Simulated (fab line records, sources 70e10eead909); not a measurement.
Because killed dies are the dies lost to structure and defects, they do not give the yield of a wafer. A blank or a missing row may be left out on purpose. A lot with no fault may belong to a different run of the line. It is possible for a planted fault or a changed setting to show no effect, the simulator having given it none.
Matching of chambers	flow nand-harc	4 sister chambers for NHARC_A_CONTACT_ETCH_90 on rie-diel-07
The step etches the open film in CH3F/O2, target depth 40 nm, time 85.7 s. 4 wafers are shown with their chamber, then 12 later ones without.

## WAFERS PAIRED WITH THEIR CHAMBERS
wafer	chamber	showerhead-plenum-p-Torr (Torr)
L093.6	3	2.57
L093.3	1	2.54
L091.1	2	2.48
L091.5	0	2.34

## WAFERS WITHOUT THEIR CHAMBER
wafer	showerhead-plenum-p-Torr (Torr)
L094.3	2.34
L094.4	2.57
L094.6	2.34
L095.1	2.34
L095.4	2.54
L095.5	2.34
L097.3	2.33
L097.4	2.48
L097.6	2.48
L096.2	2.57
L096.3	2.33
L096.6	2.54

## THE CHAMBER EACH PASSED THROUGH
wafer	from the rows above	in truth
L094.3	0	0
L094.4	3	3
L094.6	0	0
L095.1	0	0
L095.4	1	1
L095.5	0	0
L097.3	0	0
L097.4	2	2
L097.6	2	2
L096.2	3	3
L096.3	0	0
L096.6	1	1
Correct placement for 12 of the 12. From these rows, 0 cannot be placed. Placed wrongly: 0.
How it was worked out, from the rows above alone: a wafer's distance from a chamber is the root of the sum, over the readings, of the square of ((its reading less the chamber's mean) divided by the reading's scatter). The wafer belongs to the nearest chamber; if the next one is less than 2 further off, it can't be placed. Each chamber's mean is taken over the wafers shown for it. The scatter: root of mean squared gap, hidden wafer to nearest shown wafer, with one shown wafer a chamber.
